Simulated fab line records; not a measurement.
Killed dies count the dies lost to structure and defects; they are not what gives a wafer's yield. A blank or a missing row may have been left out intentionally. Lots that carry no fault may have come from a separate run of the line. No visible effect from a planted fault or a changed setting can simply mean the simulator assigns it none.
The tool behind it: which one? | flow n5_finfet | Sampling: 11 lots, 33 wafers, 5 of 1938 route steps

== WHAT THE GAUGES SHOWED, per wafer ==
Not one reading of a measure or inspect step in the record can be checked against a usual standard deviation.

== WHAT TOOL EACH LOT RAN ON (gives the tool, then ch and the chambers of the sampled wafers, and finally the start) ==
lot  | N5_BEOL_M10_ETCH_41                           | N5_BEOL_M10_PRE_CLEAN_45     | N5_BEOL_M11_COAT_05               | N5_BEOL_M11_DESCUM_16              | N5_PASSIVATION_PROBE_49
L794 | rie_diel-06 ch 0,2,3, day 10 10:27 or earlier | pvd_sputter-03, day 10 10:27 | litho_track-05 ch 0, day 10 14:44 | rie_diel-04 ch 1,2, day 10 15:11   | prober-01, day 12 11:04
L798 | rie_diel-01 ch 1,2,3, day 11 16:51 or earlier | pvd_sputter-01, day 11 16:51 | litho_track-05 ch 0, day 11 20:01 | rie_diel-04 ch 1,2,3, day 11 20:28 | -
L797 | rie_diel-06 ch 0,1,2, day 12 04:45 or earlier | pvd_sputter-01, day 12 04:45 | litho_track-04 ch 0, day 12 08:34 | rie_diel-02 ch 0,3, day 12 09:07   | -
L807 | rie_diel-03 ch 0,1,2, day 13 20:40 or earlier | pvd_sputter-03, day 13 20:40 | litho_track-03 ch 0, day 14 02:23 | rie_diel-05 ch 1,2, day 14 02:45   | -
L806 | rie_diel-03 ch 1,2,3, day 14 12:47 or earlier | pvd_sputter-03, day 14 12:47 | litho_track-03 ch 0, day 14 16:15 | rie_diel-02 ch 0,1,3, day 14 16:44 | -
L811 | rie_diel-01 ch 0,1, day 15 13:58 or earlier   | pvd_sputter-03, day 15 13:58 | litho_track-04 ch 0, day 15 18:53 | rie_diel-04 ch 1,3, day 15 19:23   | -
L812 | rie_diel-06 ch 0,1, day 15 15:13 or earlier   | pvd_sputter-01, day 15 15:13 | litho_track-05 ch 0, day 15 19:38 | rie_diel-04 ch 0,2, day 15 20:22   | prober-02, day 17 18:18
L813 | rie_diel-01 ch 1,3, day 15 19:28 or earlier   | pvd_sputter-03, day 15 19:28 | litho_track-04 ch 0, day 15 22:50 | rie_diel-05 ch 0,2, day 15 23:22   | -
L816 | rie_diel-03 ch 0,2,3, day 15 22:50 or earlier | pvd_sputter-01, day 15 22:50 | litho_track-04 ch 0, day 16 02:46 | rie_diel-02 ch 0,2, day 16 03:13   | -
L814 | rie_diel-01 ch 0,3, day 16 03:38 or earlier   | pvd_sputter-03, day 16 03:38 | litho_track-05 ch 0, day 16 08:52 | rie_diel-04 ch 1,2,3, day 16 09:20 | -
L817 | rie_diel-03 ch 0,3, day 17 00:06 or earlier   | pvd_sputter-03, day 17 00:06 | litho_track-04 ch 0, day 17 05:49 | rie_diel-05 ch 0,1, day 17 06:09   | -
- N5_BEOL_M10_ETCH_41: etches SiCN in CH3F/O2, target depth 42.6 nm, time 86 s.
- N5_BEOL_M10_PRE_CLEAN_45: time 30 s.
- N5_BEOL_M11_COAT_05: resist thk 90 nm.
- N5_BEOL_M11_DESCUM_16: chemistry O2, time 7.9 s.
- N5_PASSIVATION_PROBE_49

== WHAT THE TOOLS THEMSELVES READ (means of the sampled wafers that have a number; where no wafer has one, the mark that the record gives instead) ==
N5_BEOL_M10_ETCH_41. Usual: drypump_motor_current_A 5.8 A, standard deviation 0.41; oes_product_au 0.79 a.u., standard deviation 0.074; rf_vpp_V 297.6 V, standard deviation 1.5; showerhead_plenum_p_Torr 2.02 Torr, standard deviation 0.064; throttle_valve_pct 16.37 %, standard deviation 0.3.
lot  | tool        | drypump_motor_current_A (A) | oes_product_au (a.u.) | rf_vpp_V (V) | showerhead_plenum_p_Torr (Torr) | throttle_valve_pct (%) | flag
L794 | rie_diel-06 | 6.0                         | 0.77                  | 297.4        | 2.00                            | 16.47                  |
L798 | rie_diel-01 | 5.8                         | 0.79                  | 297.5        | 2.01                            | 16.15                  |
L797 | rie_diel-06 | 6.1                         | 0.75                  | 296.7        | 1.97                            | 16.64                  |
L807 | rie_diel-03 | 5.8                         | 0.85                  | 298.4        | 2.08                            | 16.30                  |
L806 | rie_diel-03 | 5.5                         | 0.84                  | 299.0        | 2.11                            | 16.27                  |
L811 | rie_diel-01 | 5.5                         | 0.77                  | 296.6        | 1.98                            | 16.27                  |
L812 | rie_diel-06 | 5.8                         | 0.73                  | 296.8        | 1.97                            | 16.55                  |
L813 | rie_diel-01 | 5.9                         | 0.80                  | 296.6        | 1.96                            | 15.98                  |
L816 | rie_diel-03 | 5.6                         | 0.86                  | 298.5        | 2.08                            | 16.35                  |
L814 | rie_diel-01 | 5.7                         | 0.80                  | 296.1        | 1.94                            | 16.44                  |
L817 | rie_diel-03 | 5.4                         | 0.90                  | 299.7        | 2.10                            | 16.23                  |

N5_BEOL_M10_PRE_CLEAN_45. Usual: heater_power_w at 313 W, with a standard deviation of 26.
lot  | tool           | heater_power_w (W) | flag
L794 | pvd_sputter-03 | 328                |
L798 | pvd_sputter-01 | 281                |
L797 | pvd_sputter-01 | 294                |
L807 | pvd_sputter-03 | 310                |
L806 | pvd_sputter-03 | 317                |
L811 | pvd_sputter-03 | 317                |
L812 | pvd_sputter-01 | 300                |
L813 | pvd_sputter-03 | 329                |
L816 | pvd_sputter-01 | 266                |
L814 | pvd_sputter-03 | 318                |
L817 | pvd_sputter-03 | 319                |

N5_BEOL_M11_COAT_05. Usual: spin_speed_rpm at 1500.0 rpm, with a standard deviation of 1.
lot  | tool           | spin_speed_rpm (rpm) | flag
L794 | litho_track-05 | 1500.5               |
L798 | litho_track-05 | 1500.1               |
L797 | litho_track-04 | 1499.1               |
L807 | litho_track-03 | 1470.4               | OFF
L806 | litho_track-03 | 1471.6               | OFF
L811 | litho_track-04 | 1499.3               |
L812 | litho_track-05 | 1499.9               |
L813 | litho_track-04 | 1499.8               |
L816 | litho_track-04 | 1499.2               |
L814 | litho_track-05 | 1500.2               |
L817 | litho_track-04 | 1498.3               |

N5_BEOL_M11_DESCUM_16. Usual: drypump_motor_current_A 5.8 A, standard deviation 0.53; oes_product_au 0.79 a.u., standard deviation 0.1; rf_vpp_V 243.1 V, standard deviation 1.4; showerhead_plenum_p_Torr 2.09 Torr, standard deviation 0.071; throttle_valve_pct 20.49 %, standard deviation 0.27.
lot  | tool        | drypump_motor_current_A (A) | oes_product_au (a.u.) | rf_vpp_V (V) | showerhead_plenum_p_Torr (Torr) | throttle_valve_pct (%) | flag
L794 | rie_diel-04 | 6.2                         | 0.75                  | 242.8        | 2.06                            | 20.60                  |
L798 | rie_diel-04 | 5.9                         | 0.81                  | 243.2        | 2.13                            | 20.55                  |
L797 | rie_diel-02 | 5.2                         | 0.71                  | 243.1        | 2.07                            | 20.76                  |
L807 | rie_diel-05 | 6.3                         | 0.74                  | 242.1        | 2.05                            | 20.49                  |
L806 | rie_diel-02 | 5.6                         | 0.85                  | 243.4        | 2.11                            | 20.43                  |
L811 | rie_diel-04 | 6.0                         | 0.84                  | 244.6        | 2.14                            | 20.56                  |
L812 | rie_diel-04 | 5.7                         | 0.71                  | 244.3        | 2.13                            | 20.61                  |
L813 | rie_diel-05 | 5.5                         | 0.89                  | 242.9        | 2.04                            | 20.13                  |
L816 | rie_diel-02 | 5.9                         | 0.87                  | 242.5        | 2.06                            | 20.46                  |
L814 | rie_diel-04 | 5.9                         | 0.77                  | 244.4        | 2.12                            | 20.58                  |
L817 | rie_diel-05 | 6.3                         | 0.94                  | 242.4        | 2.05                            | 20.28                  |

N5_PASSIVATION_PROBE_49. Usual: defect_limited_yield 91.1 %, standard deviation 1.4; killed_at_M0_to_M3 33, standard deviation 10; killed_at_M4_up 15, standard deviation 5.8; killed_at_contacts 13, standard deviation 5.9; killed_at_front_end 39, standard deviation 11; killed_at_other 4, standard deviation 3.6; killed_dies 105, standard deviation 16; killed_open 68, standard deviation 11; killed_short 34, standard deviation 7.8; sort_bin_5_function 5.2 %, standard deviation 0.88; sort_bin_6_memory 3.3 %, standard deviation 0.61; sort_n_pass 1075, standard deviation 16; sort_yield_pct 91.1 %, standard deviation 1.4.
lot  | tool      | defect_limited_yield (%) | killed_at_M0_to_M3 | killed_at_M4_up | killed_at_contacts | killed_at_front_end | killed_at_other | killed_dies | killed_open | killed_short | sort_bin_5_function (%) | sort_bin_6_memory (%) | sort_n_pass | sort_yield_pct (%) | flag
L794 | prober-01 | 90.8                     | 27                 | 21              | 17                 | 41                  | 2               | 109         | 68          | 36           | 5.7                     | 3.3                   | 1071        | 90.8               |
L812 | prober-02 | 92.7                     | 21                 | 15              | 18                 | 31                  | 1               | 86          | 56          | 29           | 4.3                     | 2.7                   | 1094        | 92.7               |

== THE ANSWER, worked out from the rows above alone ==
Rule: a lot is off if the mean of its wafers that have a number lies more than 3 standard deviations from the usual mean. A lot without any number at a reading at which 4 lots or more have one is off too. All remaining lots with rows at the step are treated as sound. First the gauges in route order, then the tools' own readings, where a lot's mean is used as printed above. At the first step where some lot is off, the reading lying furthest off is the one used; lots without a number count as furthest.
Off: L807, L806 (N5_BEOL_M11_COAT_05, spin_speed_rpm).
If a tool, at that step or one of the process steps before it, ran each lot that is off and ran no sound lot following the first of them, it fits. N5_BEOL_M10_ETCH_41: start missing for some lots; hours and lot order therefore follow N5_BEOL_M10_PRE_CLEAN_45. One fits: litho_track-03 at N5_BEOL_M11_COAT_05. It ran no sound lot before its first lot that is off in this sample, so the start can't be narrowed down.
The tool's own readings at N5_BEOL_M11_COAT_05 bear it out: on the lots that are off they differ by more than 5 times the standard deviation of the sound lots' means. spin_speed_rpm reads 1471.0 rpm there against 1499.6 rpm on the sound lots.

== WHAT THE SIMULATOR HAD INSERTED ==
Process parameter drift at N5_BEOL_M11_COAT_05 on litho_track-03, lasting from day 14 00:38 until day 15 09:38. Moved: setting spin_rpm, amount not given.
Shown lots that were struck: L807, L806. The rule given above showed the same thing.
